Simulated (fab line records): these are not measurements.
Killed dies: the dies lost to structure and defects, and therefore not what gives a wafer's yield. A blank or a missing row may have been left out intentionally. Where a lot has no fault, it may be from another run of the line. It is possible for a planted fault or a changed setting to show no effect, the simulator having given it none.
fab line records / flow nand_harc / part 2 of 2: steps 22 to 32 of 32
[record] lots = 5 wafers = 15 last_day = 33
route steps=1302 shown P_BONDPAD@362 A_START@389 A_ZERO_WELL@390
lots that met no fault: from a run of the same line without faults
start_h: the number of hours between the record's first day and the start of the first shown wafer of the lot / wait_h: hours elapsed since this lot's preceding step / " the same as in the row above / L1.1+2: one row covering several wafers at once / - no value, or no start given / * or withheld: withheld / < > ~ a bound
route shown NAME@n: names a module that has steps shown in the file, with the first one's number in the route / usual: average and standard deviation across the fault-free wafers / same: alike in all rows / chamber/n: place in a boat / sites: the reading at each site / _std_site: their standard deviation / _edge_site: outer sites' mean less inner sites' / radius_mm: how far each site lies from the wafer's centre / mask NAME#n: copy n / behind: the tool/chamber that last shaped the wafer / hold: why the lot was held/for how many hours/how that ended / device: names the non-switching transistor (n, p or np) / end of line: tests run on the same wafers once the route is complete / step lacking rows: just its recipe / killed: dies lost to structure and defects at the first sort, not the wafer's yield / map: per-die view of a wafer (x killed, . not killed, _ where there is no die)
set.NAME: the setting that was run; set.NAME@STEP: the one run at that earlier step / model.NAME: the simulator's own value behind a step, which no gauge read
lots at some steps of the route; a table a step, a row a wafer
services: the hour from which a tool's chamber was out of use, counted from the record's first day as start_h (under 0 if before that day), plus the number of hours and why
[[steps]]
[step NHARC_P_BONDPAD_INSPECT_23]
[usual] raw_defect_count = 347/120
lot.wafer=L080.1 tool=defect_inspect-02 chamber=- start_h=246.63 wait_h=0.0 raw_defect_count=353
lot.wafer=L080.3 tool=defect_inspect-02 chamber=- start_h=246.63 wait_h=0.0 raw_defect_count=489
lot.wafer=L080.6 tool=defect_inspect-02 chamber=- start_h=246.63 wait_h=0.0 raw_defect_count=473
lot.wafer=L079.2 tool=defect_inspect-01 chamber=- start_h=251.64 wait_h=0.0 raw_defect_count=281
lot.wafer=L079.4 tool=defect_inspect-01 chamber=- start_h=251.64 wait_h=0.0 raw_defect_count=385
lot.wafer=L079.6 tool=defect_inspect-01 chamber=- start_h=251.64 wait_h=0.0 raw_defect_count=172
lot.wafer=L085.1 tool=defect_inspect-01 chamber=- start_h=253.04 wait_h=0.0 raw_defect_count=364
lot.wafer=L085.2 tool=defect_inspect-01 chamber=- start_h=253.04 wait_h=0.0 raw_defect_count=287
lot.wafer=L085.5 tool=defect_inspect-01 chamber=- start_h=253.04 wait_h=0.0 raw_defect_count=211
lot.wafer=L086.2 tool=defect_inspect-02 chamber=- start_h=256.40 wait_h=0.0 raw_defect_count=550
lot.wafer=L086.5 tool=defect_inspect-02 chamber=- start_h=256.40 wait_h=0.0 raw_defect_count=503
lot.wafer=L086.6 tool=defect_inspect-02 chamber=- start_h=256.40 wait_h=0.0 raw_defect_count=552
lot.wafer=L095.2 tool=defect_inspect-02 chamber=- start_h=354.44 wait_h=0.0 raw_defect_count=214
lot.wafer=L095.4 tool=defect_inspect-02 chamber=- start_h=354.44 wait_h=0.0 raw_defect_count=428
lot.wafer=L095.6 tool=defect_inspect-02 chamber=- start_h=354.44 wait_h=0.0 raw_defect_count=319
[step NHARC_P_BONDPAD_ACTIVATE_29]
[recipe] time_s = 60 n2_flow_sccm = 200 ar_flow_sccm = 0 bias_power_w = 0 chemistry = N2
[usual] drypump_motor_current_A = 5.76/0.27 oes_product_au = 0.995/0.011 rf_vpp_V = 64.1/0.9 showerhead_plenum_p_Torr = 1.76/0.068
lot.wafer=L080.1 tool=rie_diel-13 chamber=2 start_h=246.70 wait_h=0.1 drypump_motor_current_A=6.13 oes_product_au=1.001 rf_hours_counter_h=3.0 rf_vpp_V=63.3 showerhead_plenum_p_Torr=1.73
lot.wafer=L080.3 tool=rie_diel-13 chamber=0 start_h=246.70 wait_h=0.1 drypump_motor_current_A=5.88 oes_product_au=1.007 rf_hours_counter_h=3.0 rf_vpp_V=63.1 showerhead_plenum_p_Torr=1.68
lot.wafer=L080.6 tool=rie_diel-13 chamber=2 start_h=246.70 wait_h=0.1 drypump_motor_current_A=6.10 oes_product_au=1.009 rf_hours_counter_h=- rf_vpp_V=64.9 showerhead_plenum_p_Torr=1.73
lot.wafer=L079.4 tool=rie_diel-13 chamber=0 start_h=251.71 wait_h=0.1 drypump_motor_current_A=5.86 oes_product_au=1.003 rf_hours_counter_h=3.3 rf_vpp_V=63.8 showerhead_plenum_p_Torr=1.68
lot.wafer=L079.2 tool=rie_diel-13 chamber=1 start_h=251.71 wait_h=0.1 drypump_motor_current_A=5.66 oes_product_au=0.983 rf_hours_counter_h=1.4 rf_vpp_V=64.6 showerhead_plenum_p_Torr=1.85
lot.wafer=L079.6 tool=rie_diel-13 chamber=3 start_h=251.71 wait_h=0.1 drypump_motor_current_A=5.42 oes_product_au=0.974 rf_hours_counter_h=- rf_vpp_V=64.3 showerhead_plenum_p_Torr=1.71
lot.wafer=L085.1 tool=rie_diel-13 chamber=2 start_h=253.10 wait_h=0.1 drypump_motor_current_A=6.08 oes_product_au=1.007 rf_hours_counter_h=3.3 rf_vpp_V=62.7 showerhead_plenum_p_Torr=1.73
lot.wafer=L085.2 tool=rie_diel-13 chamber=3 start_h=253.10 wait_h=0.1 drypump_motor_current_A=5.42 oes_product_au=0.985 rf_hours_counter_h=3.3 rf_vpp_V=63.6 showerhead_plenum_p_Torr=1.71
lot.wafer=L085.5 tool=rie_diel-13 chamber=3 start_h=253.10 wait_h=0.1 drypump_motor_current_A=5.41 oes_product_au=0.989 rf_hours_counter_h=- rf_vpp_V=64.5 showerhead_plenum_p_Torr=1.71
lot.wafer=L086.2 tool=rie_diel-13 chamber=1 start_h=256.50 wait_h=0.1 drypump_motor_current_A=5.65 oes_product_au=0.986 rf_hours_counter_h=1.6 rf_vpp_V=64.6 showerhead_plenum_p_Torr=1.85
lot.wafer=L086.5 tool=rie_diel-13 chamber=2 start_h=256.50 wait_h=0.1 drypump_motor_current_A=6.11 oes_product_au=1.001 rf_hours_counter_h=- rf_vpp_V=65.2 showerhead_plenum_p_Torr=1.73
lot.wafer=L086.6 tool=rie_diel-13 chamber=3 start_h=256.50 wait_h=0.1 drypump_motor_current_A=5.41 oes_product_au=0.979 rf_hours_counter_h=- rf_vpp_V=63.9 showerhead_plenum_p_Torr=1.71
lot.wafer=L095.4 tool=rie_diel-13 chamber=2 start_h=354.52 wait_h=0.1 drypump_motor_current_A=6.13 oes_product_au=1.012 rf_hours_counter_h=0.1 rf_vpp_V=63.7 showerhead_plenum_p_Torr=1.73
lot.wafer=L095.2 tool=rie_diel-13 chamber=3 start_h=354.52 wait_h=0.1 drypump_motor_current_A=5.38 oes_product_au=0.989 rf_hours_counter_h=0.1 rf_vpp_V=64.7 showerhead_plenum_p_Torr=1.71
lot.wafer=L095.6 tool=rie_diel-13 chamber=0 start_h=354.52 wait_h=0.1 drypump_motor_current_A=5.86 oes_product_au=1.016 rf_hours_counter_h=- rf_vpp_V=64.1 showerhead_plenum_p_Torr=1.68
[step NHARC_P_BONDPAD_PRECLEAN_30]
[recipe] time_s = 300 temp_c = 23 chemistry = DIW
lot.wafer=L080.3+1+6 tool=wet_bench-10 chamber=4,5,6 start_h=246.87 wait_h=0.1
lot.wafer=L079.2+6+4 tool=wet_bench-08 chamber=7,0,4 start_h=251.85 wait_h=0.1
lot.wafer=L085.1+5+2 tool=wet_bench-10 chamber=5,6,7 start_h=253.30 wait_h=0.2
lot.wafer=L086.2+5+6 tool=wet_bench-08 chamber=2,5,6 start_h=256.61 wait_h=0.1
lot.wafer=L095.6+2+4 tool=wet_bench-08 chamber=1,4,5 start_h=354.67 wait_h=0.1
[step NHARC_P_BONDPAD_SRD_31]
[recipe] time_s = 30 temp_c = 23 dry_time_s = 20 spin_rpm = 1500
lot.wafer=L080.3+1+6 tool=wet_bench-10 chamber=4,5,6 start_h=- wait_h=-
lot.wafer=L079.2+6+4 tool=wet_bench-08 chamber=7,0,4 start_h=- wait_h=-
lot.wafer=L085.1+5+2 tool=wet_bench-10 chamber=5,6,7 start_h=- wait_h=-
lot.wafer=L086.2+5+6 tool=wet_bench-08 chamber=2,5,6 start_h=- wait_h=-
lot.wafer=L095.6+2+4 tool=wet_bench-08 chamber=1,4,5 start_h=- wait_h=-
[step NHARC_A_START_INSPECT_01]
[usual] raw_defect_count = 3.5/1.8
lot.wafer=L080.1 tool=defect_inspect-02 chamber=- start_h=247.10 wait_h=- raw_defect_count=2
lot.wafer=L080.3 tool=defect_inspect-02 chamber=- start_h=247.10 wait_h=- raw_defect_count=5
lot.wafer=L080.6 tool=defect_inspect-02 chamber=- start_h=247.10 wait_h=- raw_defect_count=2
lot.wafer=L079.2 tool=defect_inspect-02 chamber=- start_h=252.10 wait_h=- raw_defect_count=4
lot.wafer=L079.4 tool=defect_inspect-02 chamber=- start_h=252.10 wait_h=- raw_defect_count=1
lot.wafer=L079.6 tool=defect_inspect-02 chamber=- start_h=252.10 wait_h=- raw_defect_count=5
lot.wafer=L085.1 tool=defect_inspect-01 chamber=- start_h=253.51 wait_h=- raw_defect_count=3
lot.wafer=L085.2 tool=defect_inspect-01 chamber=- start_h=253.51 wait_h=- raw_defect_count=5
lot.wafer=L085.5 tool=defect_inspect-01 chamber=- start_h=253.51 wait_h=- raw_defect_count=2
lot.wafer=L086.2 tool=defect_inspect-02 chamber=- start_h=256.86 wait_h=- raw_defect_count=4
lot.wafer=L086.5 tool=defect_inspect-02 chamber=- start_h=256.86 wait_h=- raw_defect_count=4
lot.wafer=L086.6 tool=defect_inspect-02 chamber=- start_h=256.86 wait_h=- raw_defect_count=7
lot.wafer=L095.2 tool=defect_inspect-01 chamber=- start_h=354.90 wait_h=- raw_defect_count=1
lot.wafer=L095.4 tool=defect_inspect-01 chamber=- start_h=354.90 wait_h=- raw_defect_count=3
lot.wafer=L095.6 tool=defect_inspect-01 chamber=- start_h=354.90 wait_h=- raw_defect_count=3
[step NHARC_A_ZERO_WELL_PRECLEAN_00]
[recipe] time_s = 600 temp_c = 120 chemistry = SPM
lot.wafer=L080.3+1+6 tool=wet_bench-05 chamber=1,3,5 start_h=247.20 wait_h=0.1
lot.wafer=L079.6+2+4 tool=wet_bench-02 chamber=6,0,1 start_h=252.20 wait_h=0.1
lot.wafer=L085.1+5+2 tool=wet_bench-05 chamber=4,5,7 start_h=253.61 wait_h=0.1
lot.wafer=L086.6+5+2 tool=wet_bench-02 chamber=6,0,2 start_h=256.96 wait_h=0.1
lot.wafer=L095.6+4+2 tool=wet_bench-05 chamber=1,4,6 start_h=354.99 wait_h=0.1
[step NHARC_A_ZERO_WELL_SRD_01]
lot.wafer=L080.3+1+6 tool=wet_bench-05 chamber=1,3,5 start_h=- wait_h=-
lot.wafer=L079.6+2+4 tool=wet_bench-02 chamber=6,0,1 start_h=- wait_h=-
lot.wafer=L085.1+5+2 tool=wet_bench-05 chamber=4,5,7 start_h=- wait_h=-
lot.wafer=L086.6+5+2 tool=wet_bench-02 chamber=6,0,2 start_h=- wait_h=-
lot.wafer=L095.6+4+2 tool=wet_bench-05 chamber=1,4,6 start_h=- wait_h=-
[step NHARC_A_ZERO_WELL_DEHYDRATE_02]
[recipe] temp_c = 150 time_s = 120
[usual] chill_plate_temp_C = 23.01/0.11 exhaust_pa = 45.0/0.98 plate_temp_C = 149.97/0.13
lot.wafer=L080.1 tool=litho_track-02 chamber=0 start_h=247.50 wait_h=- chill_plate_temp_C=23.07 exhaust_pa=45.5 plate_temp_C=149.90
lot.wafer=L080.3 tool=litho_track-02 chamber=0 start_h=247.50 wait_h=- chill_plate_temp_C=23.05 exhaust_pa=45.7 plate_temp_C=150.07
lot.wafer=L080.6 tool=litho_track-02 chamber=0 start_h=247.50 wait_h=- chill_plate_temp_C=22.87 exhaust_pa=45.5 plate_temp_C=149.95
lot.wafer=L079.2 tool=litho_track-03 chamber=0 start_h=252.50 wait_h=- chill_plate_temp_C=23.07 exhaust_pa=43.4 plate_temp_C=149.75
lot.wafer=L079.4 tool=litho_track-03 chamber=0 start_h=252.50 wait_h=- chill_plate_temp_C=23.04 exhaust_pa=43.8 plate_temp_C=149.89
lot.wafer=L079.6 tool=litho_track-03 chamber=0 start_h=252.50 wait_h=- chill_plate_temp_C=22.98 exhaust_pa=43.9 plate_temp_C=149.89
lot.wafer=L085.1 tool=litho_track-03 chamber=0 start_h=253.91 wait_h=- chill_plate_temp_C=22.99 exhaust_pa=43.7 plate_temp_C=149.73
lot.wafer=L085.2 tool=litho_track-03 chamber=0 start_h=253.91 wait_h=- chill_plate_temp_C=22.93 exhaust_pa=44.4 plate_temp_C=149.79
lot.wafer=L085.5 tool=litho_track-03 chamber=0 start_h=253.91 wait_h=- chill_plate_temp_C=23.00 exhaust_pa=44.6 plate_temp_C=149.89
lot.wafer=L086.2 tool=litho_track-03 chamber=0 start_h=257.26 wait_h=- chill_plate_temp_C=22.95 exhaust_pa=43.5 plate_temp_C=150.09
lot.wafer=L086.5 tool=litho_track-03 chamber=0 start_h=257.26 wait_h=- chill_plate_temp_C=22.84 exhaust_pa=45.2 plate_temp_C=149.99
lot.wafer=L086.6 tool=litho_track-03 chamber=0 start_h=257.26 wait_h=- chill_plate_temp_C=22.82 exhaust_pa=44.6 plate_temp_C=150.01
lot.wafer=L095.2 tool=litho_track-03 chamber=0 start_h=355.30 wait_h=- chill_plate_temp_C=22.89 exhaust_pa=44.1 plate_temp_C=150.13
lot.wafer=L095.4 tool=litho_track-03 chamber=0 start_h=355.30 wait_h=- chill_plate_temp_C=22.92 exhaust_pa=43.8 plate_temp_C=149.94
lot.wafer=L095.6 tool=litho_track-03 chamber=0 start_h=355.30 wait_h=- chill_plate_temp_C=22.95 exhaust_pa=45.0 plate_temp_C=149.96
[step NHARC_A_ZERO_WELL_HMDS_03]
[recipe] time_s = 30
[usual] chill_plate_temp_C = 22.98/0.1 exhaust_pa = 44.9/0.94
lot.wafer=L080.1 tool=litho_track-02 chamber=0 start_h=- wait_h=- chill_plate_temp_C=22.96 exhaust_pa=43.8
lot.wafer=L080.3 tool=litho_track-02 chamber=0 start_h=- wait_h=- chill_plate_temp_C=22.93 exhaust_pa=44.2
lot.wafer=L080.6 tool=litho_track-02 chamber=0 start_h=- wait_h=- chill_plate_temp_C=22.87 exhaust_pa=44.1
lot.wafer=L079.2 tool=litho_track-03 chamber=0 start_h=- wait_h=- chill_plate_temp_C=23.02 exhaust_pa=44.2
lot.wafer=L079.4 tool=litho_track-03 chamber=0 start_h=- wait_h=- chill_plate_temp_C=22.91 exhaust_pa=44.3
lot.wafer=L079.6 tool=litho_track-03 chamber=0 start_h=- wait_h=- chill_plate_temp_C=22.84 exhaust_pa=44.2
lot.wafer=L085.1 tool=litho_track-03 chamber=0 start_h=- wait_h=- chill_plate_temp_C=23.12 exhaust_pa=43.3
lot.wafer=L085.2 tool=litho_track-03 chamber=0 start_h=- wait_h=- chill_plate_temp_C=23.16 exhaust_pa=44.2
lot.wafer=L085.5 tool=litho_track-03 chamber=0 start_h=- wait_h=- chill_plate_temp_C=22.99 exhaust_pa=44.3
lot.wafer=L086.2 tool=litho_track-03 chamber=0 start_h=- wait_h=- chill_plate_temp_C=23.07 exhaust_pa=45.7
lot.wafer=L086.5 tool=litho_track-03 chamber=0 start_h=- wait_h=- chill_plate_temp_C=22.98 exhaust_pa=45.2
lot.wafer=L086.6 tool=litho_track-03 chamber=0 start_h=- wait_h=- chill_plate_temp_C=22.92 exhaust_pa=45.5
lot.wafer=L095.2 tool=litho_track-03 chamber=0 start_h=- wait_h=- chill_plate_temp_C=22.92 exhaust_pa=44.3
lot.wafer=L095.4 tool=litho_track-03 chamber=0 start_h=- wait_h=- chill_plate_temp_C=23.01 exhaust_pa=44.9
lot.wafer=L095.6 tool=litho_track-03 chamber=0 start_h=- wait_h=- chill_plate_temp_C=22.82 exhaust_pa=44.7
[step NHARC_A_ZERO_WELL_COAT_18]
[recipe] temp_c = 200 time_s = 65
[usual] chill_plate_temp_C = 23.00/0.12 exhaust_pa = 45.1/0.94 plate_temp_C = 200.02/0.15
lot.wafer=L080.1 tool=litho_track-02 chamber=0 start_h=- wait_h=- chill_plate_temp_C=22.84 exhaust_pa=43.6 plate_temp_C=199.98
lot.wafer=L080.3 tool=litho_track-02 chamber=0 start_h=- wait_h=- chill_plate_temp_C=22.80 exhaust_pa=43.8 plate_temp_C=200.15
lot.wafer=L080.6 tool=litho_track-02 chamber=0 start_h=- wait_h=- chill_plate_temp_C=22.88 exhaust_pa=43.9 plate_temp_C=200.07
lot.wafer=L079.2 tool=litho_track-03 chamber=0 start_h=- wait_h=- chill_plate_temp_C=23.14 exhaust_pa=45.5 plate_temp_C=200.27
lot.wafer=L079.4 tool=litho_track-03 chamber=0 start_h=- wait_h=- chill_plate_temp_C=22.92 exhaust_pa=44.9 plate_temp_C=200.12
lot.wafer=L079.6 tool=litho_track-03 chamber=0 start_h=- wait_h=- chill_plate_temp_C=22.98 exhaust_pa=46.2 plate_temp_C=199.98
lot.wafer=L085.1 tool=litho_track-03 chamber=0 start_h=- wait_h=- chill_plate_temp_C=22.70 exhaust_pa=44.1 plate_temp_C=200.24
lot.wafer=L085.2 tool=litho_track-03 chamber=0 start_h=- wait_h=- chill_plate_temp_C=22.76 exhaust_pa=43.6 plate_temp_C=200.18
lot.wafer=L085.5 tool=litho_track-03 chamber=0 start_h=- wait_h=- chill_plate_temp_C=22.58 exhaust_pa=46.1 plate_temp_C=200.04
lot.wafer=L086.2 tool=litho_track-03 chamber=0 start_h=- wait_h=- chill_plate_temp_C=23.16 exhaust_pa=46.1 plate_temp_C=199.87
lot.wafer=L086.5 tool=litho_track-03 chamber=0 start_h=- wait_h=- chill_plate_temp_C=23.17 exhaust_pa=44.9 plate_temp_C=199.86
lot.wafer=L086.6 tool=litho_track-03 chamber=0 start_h=- wait_h=- chill_plate_temp_C=23.12 exhaust_pa=46.9 plate_temp_C=199.89
lot.wafer=L095.2 tool=litho_track-03 chamber=0 start_h=- wait_h=- chill_plate_temp_C=23.10 exhaust_pa=46.8 plate_temp_C=200.05
lot.wafer=L095.4 tool=litho_track-03 chamber=0 start_h=- wait_h=- chill_plate_temp_C=23.14 exhaust_pa=45.9 plate_temp_C=200.00
lot.wafer=L095.6 tool=litho_track-03 chamber=0 start_h=- wait_h=- chill_plate_temp_C=23.15 exhaust_pa=46.3 plate_temp_C=200.10
[step NHARC_A_ZERO_WELL_COAT_04]
[recipe] spin_rpm = 2000 resist_thk_nm = 600
[usual] chill_plate_temp_C = 23.02/0.1 exhaust_pa = 44.8/0.87
lot.wafer=L080.1 tool=litho_track-02 chamber=0 start_h=- wait_h=- chill_plate_temp_C=22.89 exhaust_pa=43.5
lot.wafer=L080.3 tool=litho_track-02 chamber=0 start_h=- wait_h=- chill_plate_temp_C=23.03 exhaust_pa=44.5
lot.wafer=L080.6 tool=litho_track-02 chamber=0 start_h=- wait_h=- chill_plate_temp_C=22.85 exhaust_pa=44.7
lot.wafer=L079.2 tool=litho_track-03 chamber=0 start_h=- wait_h=- chill_plate_temp_C=23.05 exhaust_pa=44.9
lot.wafer=L079.4 tool=litho_track-03 chamber=0 start_h=- wait_h=- chill_plate_temp_C=23.11 exhaust_pa=44.8
lot.wafer=L079.6 tool=litho_track-03 chamber=0 start_h=- wait_h=- chill_plate_temp_C=22.88 exhaust_pa=44.4
lot.wafer=L085.1 tool=litho_track-03 chamber=0 start_h=- wait_h=- chill_plate_temp_C=22.89 exhaust_pa=45.8
lot.wafer=L085.2 tool=litho_track-03 chamber=0 start_h=- wait_h=- chill_plate_temp_C=23.01 exhaust_pa=44.9
lot.wafer=L085.5 tool=litho_track-03 chamber=0 start_h=- wait_h=- chill_plate_temp_C=22.87 exhaust_pa=44.7
lot.wafer=L086.2 tool=litho_track-03 chamber=0 start_h=- wait_h=- chill_plate_temp_C=23.00 exhaust_pa=45.6
lot.wafer=L086.5 tool=litho_track-03 chamber=0 start_h=- wait_h=- chill_plate_temp_C=22.99 exhaust_pa=44.8
lot.wafer=L086.6 tool=litho_track-03 chamber=0 start_h=- wait_h=- chill_plate_temp_C=23.02 exhaust_pa=45.5
lot.wafer=L095.2 tool=litho_track-03 chamber=0 start_h=- wait_h=- chill_plate_temp_C=23.13 exhaust_pa=44.2
lot.wafer=L095.4 tool=litho_track-03 chamber=0 start_h=- wait_h=- chill_plate_temp_C=23.11 exhaust_pa=44.0
lot.wafer=L095.6 tool=litho_track-03 chamber=0 start_h=- wait_h=- chill_plate_temp_C=23.10 exhaust_pa=43.6
[[services]]
tool=rie_diel-02 chamber=1 start_h=222.90 hours=20.5 kind=repair
tool=pvd_sputter-01 chamber=- start_h=226.00 hours=10.0 kind=pm
tool=litho_track-02 chamber=- start_h=227.00 hours=7.0 kind=pm
tool=cmp-01 chamber=- start_h=229.95 hours=0.8 kind=repair
tool=wet_bench-02 chamber=- start_h=244.00 hours=8.0 kind=pm
tool=cmp-01 chamber=- start_h=244.29 hours=0.5 kind=repair
tool=rie_diel-11 chamber=1 start_h=251.20 hours=16.6 kind=repair
tool=rie_diel-11 chamber=0 start_h=252.89 hours=5.0 kind=repair
tool=rie_diel-11 chamber=- start_h=255.91 hours=9.0 kind=pm
tool=wet_bench-05 chamber=- start_h=260.80 hours=8.0 kind=pm
tool=litho_track-03 chamber=- start_h=275.00 hours=7.0 kind=pm
tool=pvd_sputter-02 chamber=- start_h=282.02 hours=10.0 kind=pm
tool=cmp-01 chamber=- start_h=283.58 hours=4.0 kind=pm
tool=rie_diel-13 chamber=1 start_h=284.42 hours=9.8 kind=repair
tool=rie_diel-02 chamber=0 start_h=290.11 hours=2.6 kind=repair
tool=wet_bench-08 chamber=- start_h=294.40 hours=8.0 kind=pm
tool=cmp-01 chamber=- start_h=305.61 hours=6.1 kind=repair
tool=rie_diel-02 chamber=0 start_h=306.35 hours=5.4 kind=repair
tool=wet_bench-10 chamber=- start_h=311.20 hours=8.0 kind=pm
tool=rie_diel-13 chamber=0 start_h=313.48 hours=3.5 kind=repair
tool=cmp-01 chamber=- start_h=326.03 hours=0.4 kind=repair
tool=ecd_cu-01 chamber=- start_h=336.00 hours=8.0 kind=pm
tool=rie_diel-13 chamber=- start_h=342.00 hours=9.0 kind=pm
tool=pvd_sputter-03 chamber=- start_h=348.03 hours=10.0 kind=pm
